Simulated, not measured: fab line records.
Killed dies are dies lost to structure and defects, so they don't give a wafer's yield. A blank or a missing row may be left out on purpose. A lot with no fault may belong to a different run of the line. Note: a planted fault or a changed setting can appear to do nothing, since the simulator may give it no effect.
Which tool did it? + flow n5 finfet + 26 wafers from 9 lots sampled at 5 of the route's 1938 steps

== WHAT THE GAUGES SHOWED, per wafer ==
N5_BEOL_M4_RC_MEAS_101.
| lot  | measured     | on        | DIBL_N (mV/V)  |
|------|--------------|-----------|----------------|
| L166 | day 9 11:49  | prober-02 | 36.7 36.7 33.5 |
| L169 | day 10 03:13 | prober-01 | 37.4 35.9 37.2 |
| L173 | day 11 05:56 | prober-01 | 34.2 35.1 36.6 |
| L174 | day 11 07:01 | prober-01 | 33.3 34.2 36.2 |
| L176 | day 12 11:36 | prober-01 | 36.2 37.3      |
| L183 | day 13 06:11 | prober-02 | 35.6 35.3 36.1 |
| L184 | day 14 05:24 | prober-02 | 35.8 33.6 34.9 |
| L186 | day 14 03:56 | prober-02 | 35.4 35.7 38.8 |
| L187 | day 15 06:46 | prober-01 | 35.3 35.7 37.0 |

== WHAT TOOL EACH LOT RAN ON (gives the tool, then ch and the chambers of the sampled wafers, and finally the start) ==
| lot  | N5_FIN_CUT_ETCH_21                | N5_STI_FIN_REVEAL_ALD_00         | N5_STI_FIN_REVEAL_STRIP_24        | N5_STI_FIN_REVEAL_OXIDATION_31      |
|------|-----------------------------------|----------------------------------|-----------------------------------|-------------------------------------|
| L166 | rie diel-03 ch 0,2, day 2 09:06   | ald sin-02 ch 0,1,3, day 2 09:58 | rie diel-05 ch 0,1,2, day 2 15:43 | plasma asher-02 ch 0,1, day 2 18:05 |
| L169 | rie diel-01 ch 0,2,3, day 3 03:14 | ald sin-02 ch 0,1,3, day 3 04:23 | rie diel-06 ch 1,2,3, day 3 10:17 | plasma asher-02 ch 0,1, day 3 12:39 |
| L173 | rie diel-01 ch 1,2,3, day 4 03:29 | ald sin-02 ch 2,3, day 4 06:22   | rie diel-05 ch 0,2, day 4 12:02   | plasma asher-01 ch 0,1, day 4 14:24 |
| L174 | rie diel-01 ch 0,1,2, day 4 11:04 | ald sin-01 ch 0,2,3, day 4 11:56 | rie diel-06 ch 0,2,3, day 4 17:35 | plasma asher-02 ch 0,1, day 4 19:58 |
| L176 | rie diel-04 ch 0,3, day 4 23:49   | ald sin-03 ch 0,2, day 5 00:53   | rie diel-05 ch 1,2, day 5 06:33   | plasma asher-02 ch 0,1, day 5 09:16 |
| L183 | rie diel-04 ch 0,1, day 6 15:29   | ald sin-03 ch 1,3, day 6 16:40   | rie diel-02 ch 0,1, day 6 22:21   | plasma asher-02 ch 0,1, day 7 00:43 |
| L184 | rie diel-03 ch 1,2,3, day 6 21:49 | ald sin-03 ch 0,1,2, day 6 22:50 | rie diel-06 ch 1,3, day 7 04:33   | plasma asher-01 ch 0,1, day 7 06:55 |
| L186 | rie diel-03 ch 0,1,2, day 7 08:55 | ald sin-02 ch 2,3, day 7 09:46   | rie diel-06 ch 0,2,3, day 7 15:36 | plasma asher-02 ch 1, day 7 17:58   |
| L187 | rie diel-04 ch 0,1, day 7 14:14   | ald sin-03 ch 1,2,3, day 7 15:07 | rie diel-06 ch 0,1,2, day 7 20:59 | plasma asher-01 ch 0,1, day 7 23:21 |
- N5_FIN_CUT_ETCH_21: etches SOC in N2/H2, target depth 219 nm, overetch 43.8 nm, time 523.5 s.
- N5_STI_FIN_REVEAL_ALD_00: deposits SiO2, target thk 1 nm, pulse time 1 s.
- N5_STI_FIN_REVEAL_STRIP_24: strips in N2/H2, time 90 s.
- N5_STI_FIN_REVEAL_OXIDATION_31: chemistry O2 PLASMA REMOTE, time 20 s.

== THE ANSWER, worked out from the rows above alone ==
Rule: what is usual is taken from the lots themselves. The widest of any qualifying gaps counts: lots, ordered by their means at a reading, are off when they make up no more than a third of the lots, leave a main group of 4 or more, and stand apart from it by 3 or more times the standard deviation of that group's means. A main group whose means are all the same, to the digits that the tables above print for the reading, isn't used. Also off: a lot with no number at a reading for which 4 or more lots have one. Any other lot the step has rows for is counted as sound.
None of the lots is off at any reading shown; this tells nothing.

== WHAT THE SIMULATOR HAD INSERTED ==
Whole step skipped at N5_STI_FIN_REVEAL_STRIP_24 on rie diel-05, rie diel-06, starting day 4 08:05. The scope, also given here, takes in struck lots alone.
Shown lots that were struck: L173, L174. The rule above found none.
